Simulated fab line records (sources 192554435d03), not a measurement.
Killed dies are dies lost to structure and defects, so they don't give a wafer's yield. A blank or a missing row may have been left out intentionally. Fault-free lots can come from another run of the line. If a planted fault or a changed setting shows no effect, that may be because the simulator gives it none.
fab line records -- flow n5Finfet
record: lots: 7, wafers: 21
route steps=1938 shown PASSIVATION@1930
startH: hours from the record's first day to the start of the lot's first wafer shown -- waitH: hours from the lot's prior step to this one -- " the same as in the row above -- L1.1+2: several wafers, shown together as one row -- - no value, or no start given -- * or withheld: withheld -- < > ~ a bound
route shown NAME@n: NAME is a module with steps in the file, n the number in the route of the first one -- usual: mean and standard deviation over wafers with no fault -- same: alike in all rows -- chamber/n: place in a boat -- sites: readings site by site -- _std_site: how widely they spread, as a standard deviation -- _edge_site: inner sites' mean taken away from outer sites' mean -- radiusMm: how far each site lies from the wafer's centre -- mask NAME#n: copy n -- behind: the most recent tool/chamber to have shaped the wafer -- hold: reason for holding the lot/hours on hold/outcome of the hold -- device: names the non-switching transistor (n, p or np) -- end of line: the tests these same wafers got at the end of their route -- where a step has no rows: the recipe by itself -- killed: not the wafer's yield, but the dies lost to structure and defects at the first sort -- map: the dies of a wafer, with x for killed, . for not killed, _ for no die there
set.NAME: the setting that was run; set.NAME@STEP: the one run at that earlier step -- model.NAME: the simulator's own value behind a step, which no gauge read
lots with deliberately changed settings; one table per step, one row per wafer
== steps ==
step: N5_PASSIVATION_ETCH_54
recipe: chemistry: CHF3/O2, target: SiO2, targetDepthA: 8800, CHF3_flow_sccm: 50, O2_flow_sccm: 5, Ar_flow_sccm: 200, timeS: 440, maskMaterial: PR, pressureMtorr: 30, sourceW: 650, biasW: 170, ionEnergyEv: 200
lot.wafer,tool,chamber,startH,waitH,set.sourceW
L074.2,rieDiel-01,3,261.27,0.1,650
L074.4+5,rieDiel-01,"2,1",261.27,0.1,548.4
L079.1+2,rieDiel-04,"2,0",305.90,0.1,574
L079.6,rieDiel-04,2,305.90,0.1,650
L086.2+5+6,rieDiel-04,"1,1,3",355.57,0.1,650
L088.2+4+6,rieDiel-06,"0,1,0",355.91,0.1,650
L087.1+4,rieDiel-06,"3,1",356.50,0.1,765.6
L087.3,rieDiel-06,2,356.50,0.1,650
L090.3,rieDiel-06,1,367.47,0.1,704.9
L090.5+6,rieDiel-06,"1,0",367.47,0.1,650
L089.1+3,rieDiel-01,"0,2",370.52,0.1,745.4
L089.5,rieDiel-01,0,370.52,0.1,650
step: N5_PASSIVATION_STRIP_48
recipe: chemistry: O2, powerW: 600, tempC: 60, pressureMtorr: 30, rfFrequencyHz: 6e+07, biasPowerW: 0, overashFraction: 0.5, o2FlowSccm: 225
step: N5_PASSIVATION_STRIP_52
recipe: chemistry: postEtchResidueRemover, timeS: 1200, tempC: 72.5
step: N5_PASSIVATION_SRD_72
recipe: dry: ipaMarangoni, timeS: 30, tempC: 23, rinseLiquid: diw
step: N5_PASSIVATION_ANNEAL_56
recipe: tempC: 400, timeS: 1800, ambient: FGA, idleTempC: 300, rampUpCPerMin: 5, rampDownCPerMin: 3
step: N5_PASSIVATION_PROBE_49
usual: defectLimitedYield: 91.4/1.6, killed_at_M0_to_M3: 35/10, killed_at_M4_up: 12/4.7, killedAtContacts: 12/5.8, killedAtFrontEnd: 38/12, killedAtOther: 4/3.2, killedDies: 102/18, killedOpen: 68/14, killedShort: 32/8, sort_bin_4_leakage: 0.00/0.043, sort_bin_5_function: 5.1/0.96, sort_bin_6_memory: 3.2/0.77, sortNPass: 1078/20, sortYieldPct: 91.3/1.7
same: grossDies: 1180, killedAtBackSide: 0, sort_bin_8_speed[%]: 0
lot.wafer,tool,chamber,startH,waitH,set.sourceW@PASSIVATION_ETCH_54,defectLimitedYield[%],killed_at_M0_to_M3,killed_at_M4_up,killedAtContacts,killedAtFrontEnd,killedAtOther,killedDies,killedOpen,killedShort,sort_bin_4_leakage[%],sort_bin_5_function[%],sort_bin_6_memory[%],sortNPass,sortYieldPct[%]
L074.2,prober-01,-,264.12,0.1,650,9.2,37,7,6,51,971,1072,67,22,0,86.9,3.8,108,9.2
L074.4,prober-01,-,264.22,0.2,548.4,92.0,34,15,16,28,1,94,66,26,0,4.4,3.4,1086,92.0
L074.5,prober-01,-,264.27,0.2,548.4,83.0,32,13,5,149,2,201,63,44,0,10.8,5.5,979,83.0
L079.1,prober-01,-,309.23,0.6,574,88.8,39,18,12,44,19,132,75,47,0,6.6,3.5,1048,88.8
L079.2,prober-01,-,309.28,0.6,574,91.8,30,19,12,29,7,97,55,29,0,3.7,3.1,1083,91.8
L079.6,prober-01,-,309.48,0.8,650,90.4,47,11,10,40,5,113,83,28,0,5.5,3.6,1067,90.4
L086.2,prober-02,-,358.40,0.1,650,61.6,56,15,9,21,352,453,70,34,1.27,5.0,3.4,712,60.3
L086.5,prober-02,-,358.55,0.2,650,90.5,37,23,13,35,4,112,80,31,0,6.9,2.5,1068,90.5
L086.6,prober-02,-,358.60,0.3,650,89.8,34,15,14,52,5,120,76,44,0,6.3,3.7,1060,89.8
L088.2,prober-02,-,359.63,1.0,650,92.9,26,10,10,38,0,84,56,28,0,4.9,1.9,1096,92.9
L088.4,prober-02,-,359.73,1.1,650,89.4,33,18,25,45,4,125,91,34,0,5.4,4.7,1055,89.4
L088.6,prober-02,-,359.83,1.2,650,89.7,44,12,13,52,1,122,78,44,0,5.5,4.4,1058,89.7
L087.1,prober-01,-,359.75,0.5,765.6,92.1,29,14,12,36,2,93,69,24,0,4.9,2.4,1087,92.1
L087.3,prober-01,-,359.85,0.6,650,90.8,43,8,9,43,5,108,73,34,0,4.6,4.0,1072,90.8
L087.4,prober-01,-,359.90,0.6,765.6,46.5,27,10,15,30,549,631,53,32,0,5.3,1.9,549,46.5
L090.3,prober-02,-,370.36,0.1,704.9,83.9,104,16,15,54,1,190,74,38,0,9.5,5.3,990,83.9
L090.5,prober-02,-,370.46,0.2,650,17.0,41,10,11,913,4,979,71,40,17.03,55.8,20.9,0,0
L090.6,prober-02,-,370.51,0.3,650,20.8,34,10,18,872,0,934,77,37,0,53.1,19.5,246,20.8
L089.1,prober-01,-,373.30,0.0,745.4,87.1,75,15,11,46,5,152,68,49,0,7.8,4.7,1028,87.1
L089.3,prober-01,-,373.40,0.1,745.4,86.9,32,6,11,87,18,154,79,25,0,8.1,4.6,1026,86.9
L089.5,prober-01,-,373.50,0.2,650,91.4,36,12,6,42,5,101,73,28,0,5.3,3.2,1079,91.4
killed by level:class
L074.2 PASSIVATION:areaEtch=966 GATE_CUT:areaExpose=16 STI_FIN_REVEAL:geometricParticle:open=11 BEOL_M0_SAQP:geometricParticle:open=9 BEOL_M2:geometricParticle:open=8 DUMMY_GATE:geometricParticle:open=8 BEOL_M1:geometricParticle:open=8 FIN_SAQP:geometricParticle:open=5
L074.4 MOL_CONTACT_COAG:geometricParticle:open=12 STI_FIN_REVEAL:geometricParticle:open=10 BEOL_M2:geometricParticle:open=9 BEOL_M0_SAQP:geometricParticle:open=7 BEOL_M4:geometricParticle:open=5 MOL_CONTACT_COAG:geometricParticle:short=4 BEOL_M0_SAQP:geometricParticle:short=4 BEOL_M1:geometricParticle:open=4
L074.5 GATE_CUT:areaExpose=92 FIN_SAQP:geometricParticle:open=14 FIN_SAQP:geometricParticle:short=12 DUMMY_GATE:geometricParticle:open=8 BEOL_M0_SAQP:geometricParticle:open=8 BEOL_M0_SAQP:geometricParticle:short=8 STI_FIN_REVEAL:geometricParticle:open=7 BEOL_M1:geometricParticle:open=5
L079.1 FIN_SAQP:geometricParticle:short=13 FIN_SAQP:geometricParticle:open=11 MOL_CONTACT_COAG:geometricParticle:open=10 BEOL_M0_SAQP:geometricParticle:open=8 BEOL_M8:areaExpose=7 BEOL_M1:geometricParticle:open=6 PASS1_DEP:geometricParticle:open=6 PAD_METAL:geometricParticle:short=6
L079.2 BEOL_M1:geometricParticle:open=14 MOL_CONTACT_COAG:geometricParticle:open=10 BEOL_M8:areaExpose=10 FIN_SAQP:geometricParticle:short=7 GATE_CUT:geometricParticle:short=7 FIN_SAQP:geometricParticle:open=5 BEOL_M3:geometricParticle:open=5 BEOL_M0_SAQP:geometricParticle:short=4
L079.6 BEOL_M2:geometricParticle:open=17 FIN_SAQP:geometricParticle:open=11 FIN_SAQP:geometricParticle:short=11 STI_FIN_REVEAL:geometricParticle:open=9 MOL_CONTACT_COAG:geometricParticle:open=9 BEOL_M3:geometricParticle:open=8 BEOL_M0_SAQP:geometricParticle:open=7 BEOL_M1:geometricParticle:open=7
L086.2 MIM_TOP:areaSputter=346 BEOL_M2:geometricParticle:open=16 MOL_CONTACT_COAG:geometricParticle:open=8 BEOL_M3:geometricParticle:short=8 BEOL_M0_SAQP:geometricParticle:open=7 BEOL_M3:geometricParticle:open=7 BEOL_M4:geometricParticle:open=7 STI_FIN_REVEAL:geometricParticle:open=6
L086.5 MOL_CONTACT_COAG:geometricParticle:open=12 BEOL_M4:geometricParticle:open=11 STI_FIN_REVEAL:geometricParticle:open=10 BEOL_M0_SAQP:geometricParticle:open=10 BEOL_M2:geometricParticle:open=9 FIN_SAQP:geometricParticle:open=6 FIN_SAQP:geometricParticle:short=5 BEOL_M1:geometricParticle:open=5
L086.6 FIN_SAQP:geometricParticle:open=20 MOL_CONTACT_COAG:geometricParticle:open=13 FIN_SAQP:geometricParticle:short=11 BEOL_M0_SAQP:geometricParticle:short=9 BEOL_M2:geometricParticle:open=7 BEOL_M4:geometricParticle:open=6 BEOL_M0_SAQP:geometricParticle:open=5 BEOL_M3:geometricParticle:short=5
L088.2 STI_FIN_REVEAL:geometricParticle:open=10 MOL_CONTACT_COAG:geometricParticle:open=9 BEOL_M0_SAQP:geometricParticle:short=9 FIN_SAQP:geometricParticle:open=8 GATE_CUT:geometricParticle:short=5 GATE_CUT:geometricParticle:open=5 BEOL_M0_SAQP:geometricParticle:open=5 BEOL_M4:geometricParticle:short=4
L088.4 MOL_CONTACT_COAG:geometricParticle:open=21 FIN_SAQP:geometricParticle:open=14 BEOL_M2:geometricParticle:open=13 STI_FIN_REVEAL:geometricParticle:open=8 FIN_SAQP:geometricParticle:short=7 BEOL_M4:geometricParticle:open=6 BEOL_M1:geometricParticle:open=5 MOL_CONTACT_COAG:geometricParticle:short=4
L087.1 BEOL_M0_SAQP:geometricParticle:open=10 GATE_CUT:geometricParticle:open=9 MOL_CONTACT_COAG:geometricParticle:open=9 FIN_SAQP:geometricParticle:open=7 BEOL_M0_SAQP:geometricParticle:short=6 BEOL_M2:geometricParticle:open=6 DUMMY_GATE:geometricParticle:open=5 BEOL_M4:geometricParticle:open=5
L088.6 FIN_SAQP:geometricParticle:open=16 BEOL_M0_SAQP:geometricParticle:short=16 MOL_CONTACT_COAG:geometricParticle:open=10 FIN_SAQP:geometricParticle:short=9 BEOL_M3:geometricParticle:open=9 BEOL_M1:geometricParticle:open=8 BEOL_M2:geometricParticle:open=7 DUMMY_GATE:geometricParticle:open=6
L087.3 BEOL_M0_SAQP:geometricParticle:open=19 BEOL_M0_SAQP:geometricParticle:short=16 FIN_SAQP:geometricParticle:open=9 MOL_CONTACT_COAG:geometricParticle:open=9 STI_FIN_REVEAL:geometricParticle:open=7 DUMMY_GATE:geometricParticle:open=6 GATE_CUT:geometricParticle:short=4 STARTING-WAFER:geometricParticle:short=4
L087.4 MIM_TOP:areaSputter=544 STI_FIN_REVEAL:geometricParticle:open=12 BEOL_M0_SAQP:geometricParticle:short=12 MOL_CONTACT_COAG:geometricParticle:open=11 BEOL_M0_SAQP:geometricParticle:open=8 GATE_CUT:geometricParticle:short=4 MOL_CONTACT_COAG:geometricParticle:short=4 PASS1_CAP:geometricParticle:open=4
L090.3 BEOL_M2:areaExpose=75 FIN_SAQP:geometricParticle:open=15 FIN_SAQP:geometricParticle:short=11 BEOL_M3:geometricParticle:open=11 MOL_CONTACT_COAG:geometricParticle:open=10 BEOL_M4:geometricParticle:open=7 GATE_CUT:geometricParticle:open=6 STARTING-WAFER:geometricParticle:short=6
L090.5 GATE_CUT:areaExpose=868 BEOL_M3:geometricParticle:open=19 FIN_SAQP:geometricParticle:open=16 FIN_SAQP:geometricParticle:short=10 BEOL_M0_SAQP:geometricParticle:short=10 MOL_CONTACT_COAG:geometricParticle:open=9 DUMMY_GATE:geometricParticle:open=6 BEOL_M1:geometricParticle:short=4
L090.6 GATE_CUT:areaExpose=820 FIN_SAQP:geometricParticle:open=17 MOL_CONTACT_COAG:geometricParticle:open=15 BEOL_M0_SAQP:geometricParticle:short=14 STI_FIN_REVEAL:geometricParticle:open=12 BEOL_M0_SAQP:geometricParticle:open=8 BEOL_M4:geometricParticle:open=6 FIN_SAQP:geometricParticle:short=4
L089.1 BEOL_M2:areaExpose=33 BEOL_M0_SAQP:geometricParticle:short=12 FIN_SAQP:geometricParticle:open=9 MOL_CONTACT_COAG:geometricParticle:open=9 STI_FIN_REVEAL:geometricParticle:open=7 BEOL_M0_SAQP:geometricParticle:open=6 BEOL_M2:geometricParticle:open=6 FIN_SAQP:geometricParticle:short=5
L089.3 GATE_CUT:areaExpose=49 FIN_SAQP:geometricParticle:open=13 BEOL_M2:geometricParticle:open=10 STI_FIN_REVEAL:geometricParticle:open=9 MOL_CONTACT_COAG:geometricParticle:open=9 BEOL_M3:geometricParticle:open=9 MIM_BOT:geometricParticle:open=8 STARTING-WAFER:geometricParticle:open=5
L089.5 STI_FIN_REVEAL:geometricParticle:open=12 FIN_SAQP:geometricParticle:open=10 BEOL_M3:geometricParticle:open=10 BEOL_M0_SAQP:geometricParticle:short=7 BEOL_M0_SAQP:geometricParticle:open=7 MOL_CONTACT_COAG:geometricParticle:open=5 BEOL_M2:geometricParticle:open=5 BEOL_M4:geometricParticle:open=5
== key ==
split: step: N5_PASSIVATION_ETCH_54, setting: sourceW, stated: 650, by: wafer
response: step: N5_PASSIVATION_PROBE_49, reading: killedAtFrontEnd, shape: bent, atLowest: 88, atStated: 184, atHighest: 33
